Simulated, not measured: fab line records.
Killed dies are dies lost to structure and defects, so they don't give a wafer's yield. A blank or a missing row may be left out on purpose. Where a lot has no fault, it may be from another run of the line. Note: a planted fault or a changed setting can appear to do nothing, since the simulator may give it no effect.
Comparing a struck lot with a sound one -- flow n5-finfet -- 37 steps out of a route of 1938
Sound: the wafers L215.1, L215.5, L215.6. The struck wafers were L213.2, L213.3, L213.4. The cause is named last.
At each step with rows: each side's tool, then ch and its chambers, then its first start. Under that, the readings that differ: sound wafers -- struck wafers -- difference of the means -- sigmas: that difference in standard deviations of wafers without a fault.
alike: a reading whose means differ by less than 2 such deviations, as well as words and numbers matching on both sides. not compared: withheld readings; readings where some wafer has no value; bounds like >300 that might hide an equal value; numbers whose values overlap and for which the record gives no deviation.
A row with sigmas, a row that says differs or no value, or rows on one side alone: a step with any of these is where the two part. Non-overlapping numbers with no deviation appear without sigmas and do not part them. A reading missing from all wafers of one side parts the sides only when that side holds two or more wafers.

first, 9 steps without rows for these wafers: N5_BEOL_M4_ANNEAL_95 (time 240 s); N5_BEOL_M4_SPUTTER_96 (material Cu, target thk 4.5 nm, time 8.29 s); N5_BEOL_M4_ECD_50 (material Cu, target thk 300 nm); N5_BEOL_M4_ANNEAL_51 (time 90 s); N5_BEOL_M4_CMP_52 (polishes, stops on SiOC, t overpolish 6.8 s, target thk 40 nm); N5_BEOL_M4_PRE_CLEAN_60 (time 15 s); N5_BEOL_M4_CO_CAP_55 (material Co, precursor CCTBA/H2, target thk 2 nm, time 102.1 s); N5_BEOL_M4_PRE_CLEAN_56 (time 15 s); N5_BEOL_M4_DEP_57 (deposits SiCN from 3MS/NH3, target thk 8 nm, time 14 s).
N5_BEOL_M4_RC_MEAS_101:
  sound on prober-02 ch 0, day 14 21:08; struck on prober-01 ch 0, day 13 20:31
  alike: DIBL_N, DIBL_P, IOFF_N, IOFF_P, ION_N, ION_P, SS_N, SS_P, VT_N, VT_P
then, 24 steps without rows for these wafers: N5_BEOL_M5_ILD_DEP_00 (deposits SiCOH lowk from DEMS/porogen, target thk 140.64 nm, time 25.9 s); N5_BEOL_M5_CURE_79 (cures SiCOH lowk, time 240 s); N5_BEOL_M5_PECVD_70 (deposits SiO2 from TEOS/O2, target thk 16 nm, time 18 s); N5_BEOL_M5_HM_DEP_02 (deposits TiN, target thk 20 nm); N5_BEOL_M5_COAT_59 (time 60 s, resist thk 60 nm); N5_BEOL_M5_COAT_60 (time 60 s, resist thk 12 nm); N5_BEOL_M5_COAT_71 (time 60 s, resist thk 5 nm); N5_BEOL_M5_COAT_05 (resist thk 30 nm); N5_BEOL_M5_EBR_07; N5_BEOL_M5_SOFTBAKE_06 (time 60 s); N5_BEOL_M5_EXPOSE_08 (exposes mask M5, target cd 28 nm); N5_BEOL_M5_PEB_09 (peb time 60 s); N5_BEOL_M5_DEVELOP_10 (develop time 30 s); N5_BEOL_M5_DESCUM_16 (chemistry O2, time 7 s); N5_BEOL_M5_ETCH_72 (etches underlayer in N2/H2, target depth 6.5 nm, time 5.2 s); N5_BEOL_M5_ETCH_61 (etches SiARC in CF4, target depth 15.6 nm, time 26 s); N5_BEOL_M5_ETCH_62 (etches SOC in N2/H2, target depth 75 nm, overetch 15 nm, time 112.5 s); N5_BEOL_M5_STRIP_63 (strips in N2/H2); N5_BEOL_M5_STRIP_73 (strips in N2/H2); N5_BEOL_M5_STRIP_64 (strips in CF4); N5_BEOL_M5_HM_OPEN_17 (chemistry Cl2/BCl3, target TiN, target depth 20 nm, overetch 6 nm); N5_BEOL_M5_STRIP_19 (strips in O2); N5_BEOL_M5_COAT_65 (time 60 s, resist thk 60 nm); N5_BEOL_M5_COAT_66 (time 60 s, resist thk 12 nm).
-- a jump in the record: the struck wafers' starts before and after are 2 days apart (it breaks off in module BEOL_M5 and resumes in module BEOL_M10, where the first step shown is number 1507 of the route) --
N5_BEOL_M10_ETCH_66: etches SOC in N2/H2, target depth 120 nm, overetch 24 nm, time 180 s.
  sound on rie-diel-05 ch 0,2, day 17 02:53; struck on rie-diel-06 ch 0,1,2, day 16 00:01
  no value came back on the struck wafers for any of 8 readings (bias-w (W), chamber-pressure-mTorr (mTorr) and others); on the sound wafers bias-w (W) reads 149.4 149.6 150.0
reading,sound,struck,difference,sigmas
model.CAR-ArF_of_BEOL_M10_COAT_22.thk-nm (nm),0 0 0,55.6 55.6 55.4,+55.5,
model.SiARC_of_BEOL_M10_COAT_64.thk-nm (nm),22.8 23.2 22.8,29.8 30 30,+7.0,
  not compared: rf-hours-counter-h
N5_BEOL_M10_VIA_ETCH_34: etches SiCOH lowk in C4F6/O2, target depth 184.5 nm, time 69.2 s.
  sound on rie-diel-05 ch 0,2, day 17 03:01; struck on rie-diel-06 ch 0,1,2, day 16 00:08
reading,sound,struck,difference,sigmas
C4F6_flow_sccm (sccm),9.977 9.986 9.955,10.036 10.037 10.042,+0.066,+2
oes-product-au (a.u.),0.84 0.68 0.84,0.33 0.28 0.31,-0.48,-5
  alike: O2_flow_sccm, bias-w, drypump-motor-current-A, mfc-ar-sccm, oes_o_777_au, rf-vpp-V, showerhead-plenum-p-Torr, throttle-valve-pct
  not compared: rf-hours-counter-h
-- a jump in the record: the struck wafers' starts before and after are 3 days apart (it breaks off in module BEOL_M10 and resumes in module PASSIVATION, where the first step shown is number 1936 of the route) --
N5_PASSIVATION_PROBE_49:
  rows exist in the record for the struck wafers here (prober-01, day 18 14:50), but not for the sound ones

## WHERE THEY PART
Earliest at N5_BEOL_M10_ETCH_66; latest, in this record, at N5_PASSIVATION_PROBE_49.

WHY: what the simulator had put in
Beginning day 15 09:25, the whole step at N5_BEOL_M10_ETCH_66 was skipped on rie-diel-06. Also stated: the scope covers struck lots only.
